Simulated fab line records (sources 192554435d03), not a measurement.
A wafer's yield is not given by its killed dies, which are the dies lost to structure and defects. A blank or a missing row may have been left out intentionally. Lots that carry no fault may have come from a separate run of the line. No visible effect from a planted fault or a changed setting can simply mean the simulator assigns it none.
The same fault as seen by 2 desks | flow n5-finfet | only its own numbers are on each desk; what lay behind them is given at the end

## METROLOGY DESK
Lot by lot, what the gauges showed, no matter which tool ran the lot: averages of those sampled wafers that carry a number. If a lot's mean is further than 4 standard deviations from the usual mean, the lot is out of limits and carries the mark OUT (the distance appears in the brackets). Only the readings that lie furthest out on some lot appear, 7 of the 10 it has.
Columns: A = DIBL_N at N5_BEOL_M4_RC_MEAS_101, usual 36.4 mV/V; B = IOFF_N at N5_BEOL_M4_RC_MEAS_101, usual 0.16 nA/um; C = ION_P at N5_BEOL_M4_RC_MEAS_101, usual 459 uA/um; D = SS_N at N5_BEOL_M4_RC_MEAS_101, usual 71.6 mV/dec; E = SS_P at N5_BEOL_M4_RC_MEAS_101, usual 73.3 mV/dec; F = VT_N at N5_BEOL_M4_RC_MEAS_101, usual 250 mV; G = VT_P at N5_BEOL_M4_RC_MEAS_101, usual -251 mV
lot  | first seen here | A    | B    | C   | D    | E    | F   | G
L364 | day 8 11:45     | 34.3 | 0.13 | 459 | 71.6 | 72.4 | 253 | -253
L366 | day 9 03:44     | 36.6 | 0.16 | 455 | 71.5 | 73.2 | 252 | -253
L372 | day 10 15:40    | 34.3 | 0.15 | 453 | 71.8 | 73.0 | 252 | -253
L376 | day 11 10:58    | 37.5 | 0.19 | 459 | 72.0 | 73.4 | 247 | -249
L378 | day 12 07:19    | 37.7 | 0.16 | 469 | 71.9 | 73.2 | 249 | -249
L381 | day 13 09:29    | 35.7 | 0.15 | 458 | 72.2 | 72.7 | 251 | -250
L382 | day 13 12:19    | 36.1 | 0.14 | 454 | 71.3 | 73.6 | 252 | -255
L383 | day 13 16:30    | 36.5 | 0.16 | 451 | 71.3 | 73.4 | 248 | -255
This desk's verdict: no lot among the 8 shows anything out of limits.

## THE TOOL OWNER'S DESK: rie-diel-02
The tool's own readings at N5_BEOL_M0_TRENCH_ETCH_107 (etches SiOC in C4F6/O2, target depth 32.8 nm, time 16.4 s): means of the sampled wafers that have a number, for each lot that ran on this tool. If a lot's mean is further than 4 standard deviations from the usual mean, the lot is out of limits and carries the mark OUT (the distance appears in the brackets).
Columns: A = drypump-motor-current-A at N5_BEOL_M0_TRENCH_ETCH_107, usual 5.7 A; B = oes-product-au at N5_BEOL_M0_TRENCH_ETCH_107, usual 0.78 a.u.; C = rf-fwd-power-W at N5_BEOL_M0_TRENCH_ETCH_107, usual 348.9 W; D = rf-vpp-V at N5_BEOL_M0_TRENCH_ETCH_107, usual 651 V; E = showerhead-plenum-p-Torr at N5_BEOL_M0_TRENCH_ETCH_107, usual 2.84 Torr; F = throttle-valve-pct at N5_BEOL_M0_TRENCH_ETCH_107, usual 20.79 %
lot  | first seen here | A   | B    | C               | D   | E    | F
L364 | day 6 17:02     | 5.9 | 0.69 | 350.3           | 631 | 2.76 | 20.84
L366 | day 7 02:08     | 6.3 | 0.69 | 350.5           | 635 | 2.78 | 20.78
L372 | day 8 23:39     | 5.9 | 0.68 | 348.6           | 637 | 2.81 | 20.94
L376 | day 9 14:42     | 6.2 | 0.79 | 433.5 (+50) OUT | 587 | 2.82 | 20.67
L378 | day 9 23:14     | 6.4 | 0.79 | 433.4 (+50) OUT | 590 | 2.85 | 20.67
This desk's verdict: out of limits on L376, L378, starting with L376 at day 9 14:42 (rf-fwd-power-W at N5_BEOL_M0_TRENCH_ETCH_107). Within limits: L364, L366, L372.

## BROUGHT TOGETHER
At day 9 14:42, on L376, L378, the tool owner's desk was in a position to raise an alarm.
Metrology desk: nothing out of limits seen.
The metrology desk has L376, L378 on record, within its limits.
Every lot named ran N5_BEOL_M0_TRENCH_ETCH_107 on rie-diel-02.

## WHAT THE SIMULATOR HAD PUT IN
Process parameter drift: rie-diel-02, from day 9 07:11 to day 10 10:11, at N5_BEOL_M0_TRENCH_ETCH_107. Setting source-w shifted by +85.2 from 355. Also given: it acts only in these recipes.
Lots struck among those shown: L376, L378.
Delay in hours, fault start to first out-of-limits reading, by desk: the tool owner's desk at 8.
